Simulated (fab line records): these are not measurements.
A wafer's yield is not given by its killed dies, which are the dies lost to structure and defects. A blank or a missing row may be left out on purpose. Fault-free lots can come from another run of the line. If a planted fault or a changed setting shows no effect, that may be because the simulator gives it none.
Which tool did it? :: flow n5Finfet :: Sampling: 9 lots, 25 wafers, 4 of 1938 route steps

WHAT THE GAUGES READ, wafer by wafer
N5_FIN_SAQP_CD_MEAS_27 targets a cd of 20 nm.
lot: L970
measured: day 2 01:44
on: cdSem-02
cdNm (nm): 20.30 20.02 20.18

lot: L972
measured: day 2 12:56
on: cdSem-02
cdNm (nm): 20.41 20.53 20.31

lot: L974
measured: day 3 02:00
on: cdSem-02
cdNm (nm): 20.26 20.34 20.39

lot: L977
measured: day 3 19:43
on: cdSem-01
cdNm (nm): 20.16 20.24 20.34

lot: L984
measured: day 5 12:34
on: cdSem-01
cdNm (nm): 20.27 18.15

lot: L985
measured: day 5 18:40
on: cdSem-01
cdNm (nm): 19.80 17.87

lot: L988
measured: day 6 12:55
on: cdSem-01
cdNm (nm): 20.03 20.47 20.23

lot: L989
measured: day 6 19:23
on: cdSem-02
cdNm (nm): 20.61 20.49 19.83

lot: L993
measured: day 7 20:22
on: cdSem-01
cdNm (nm): 20.26 20.20 20.11

WHAT TOOL EACH LOT RAN ON (gives the tool, then ch and the chambers of the sampled wafers, and finally the start)
lot: L970
N5_FIN_SAQP_HM_OPEN_73: rieDiel-01 ch 1,2, day 1 23:41
N5_FIN_SAQP_RECESS_75: vaporEtch-01 ch 0,1, day 2 00:11
N5_FIN_SAQP_SPACER1_ALD_24: aldSin-04 ch 1,2,3, day 2 00:49

lot: L972
N5_FIN_SAQP_HM_OPEN_73: rieDiel-05 ch 0,2,3, day 2 11:07
N5_FIN_SAQP_RECESS_75: vaporEtch-01 ch 0,1, day 2 11:38
N5_FIN_SAQP_SPACER1_ALD_24: aldSin-01 ch 0,1,3, day 2 12:01

lot: L974
N5_FIN_SAQP_HM_OPEN_73: rieDiel-05 ch 1,2,3, day 3 00:05
N5_FIN_SAQP_RECESS_75: vaporEtch-02 ch 0,1, day 3 00:39
N5_FIN_SAQP_SPACER1_ALD_24: aldSin-04 ch 0,3, day 3 01:02

lot: L977
N5_FIN_SAQP_HM_OPEN_73: rieDiel-06 ch 0,1,2, day 3 17:43
N5_FIN_SAQP_RECESS_75: vaporEtch-01 ch 0,1, day 3 18:23
N5_FIN_SAQP_SPACER1_ALD_24: aldSin-04 ch 0,2,3, day 3 18:46

lot: L984
N5_FIN_SAQP_HM_OPEN_73: rieDiel-06 ch 0,2, day 5 10:44
N5_FIN_SAQP_RECESS_75: vaporEtch-01 ch 0,1, day 5 11:14
N5_FIN_SAQP_SPACER1_ALD_24: aldSin-04 ch 3, day 5 11:39

lot: L985
N5_FIN_SAQP_HM_OPEN_73: rieDiel-06 ch 0,1, day 5 16:52
N5_FIN_SAQP_RECESS_75: vaporEtch-02 ch 0,1, day 5 17:22
N5_FIN_SAQP_SPACER1_ALD_24: aldSin-04 ch 0,1, day 5 17:46

lot: L988
N5_FIN_SAQP_HM_OPEN_73: rieDiel-01 ch 1,2,3, day 6 10:59
N5_FIN_SAQP_RECESS_75: vaporEtch-02 ch 0,1, day 6 11:35
N5_FIN_SAQP_SPACER1_ALD_24: aldSin-01 ch 0,2,3, day 6 11:58

lot: L989
N5_FIN_SAQP_HM_OPEN_73: rieDiel-01 ch 0,2,3, day 6 17:35
N5_FIN_SAQP_RECESS_75: vaporEtch-02 ch 0,1, day 6 18:05
N5_FIN_SAQP_SPACER1_ALD_24: aldSin-01 ch 0,2,3, day 6 18:28

lot: L993
N5_FIN_SAQP_HM_OPEN_73: rieDiel-01 ch 1,2,3, day 7 17:44
N5_FIN_SAQP_RECESS_75: vaporEtch-01 ch 0,1, day 7 18:29
N5_FIN_SAQP_SPACER1_ALD_24: aldSin-01 ch 0,3, day 7 19:27
- N5_FIN_SAQP_HM_OPEN_73: chemistry CHF3/O2, target SiO2, stops on a-Si, target depth 12 nm, time 16.8 s.
- N5_FIN_SAQP_RECESS_75: chemistry HF/NH3, target SiO2, target depth 14.4 nm, afs cycles 3, sublimation time 60 s.
- N5_FIN_SAQP_SPACER1_ALD_24: deposits SiO2, target thk 20.3 nm, pulse time 1 s, purge time 2 s.

THE ANSWER, worked out from the rows above alone
Rule: usual is defined by the lots themselves. The widest of any qualifying gaps counts: lots, ordered by their means at a reading, are off when they make up no more than a third of the lots, leave a main group of 4 or more, and stand apart from it by 3 or more times the standard deviation of that group's means. Not used: any main group whose means are identical at the precision the tables above print for the reading. Also off: a lot with no number at a reading for which 4 or more lots have one. The other lots that the step has rows for count as sound.
Off, at N5_FIN_SAQP_CD_MEAS_27 on cdNm: L984, L985. The main group: mean 20.27 nm, standard deviation 0.08.
A tool fits if, at a process step before that reading, it ran every lot that is off, and no sound lot after the first of them. Gauges at N5_FIN_SAQP_CD_MEAS_27: tried the same way as those tools. Can't be told from this: 2 tools fit, rieDiel-06 at N5_FIN_SAQP_HM_OPEN_73, aldSin-04 at N5_FIN_SAQP_SPACER1_ALD_24.

WHAT HAD BEEN PUT IN BY THE SIMULATOR
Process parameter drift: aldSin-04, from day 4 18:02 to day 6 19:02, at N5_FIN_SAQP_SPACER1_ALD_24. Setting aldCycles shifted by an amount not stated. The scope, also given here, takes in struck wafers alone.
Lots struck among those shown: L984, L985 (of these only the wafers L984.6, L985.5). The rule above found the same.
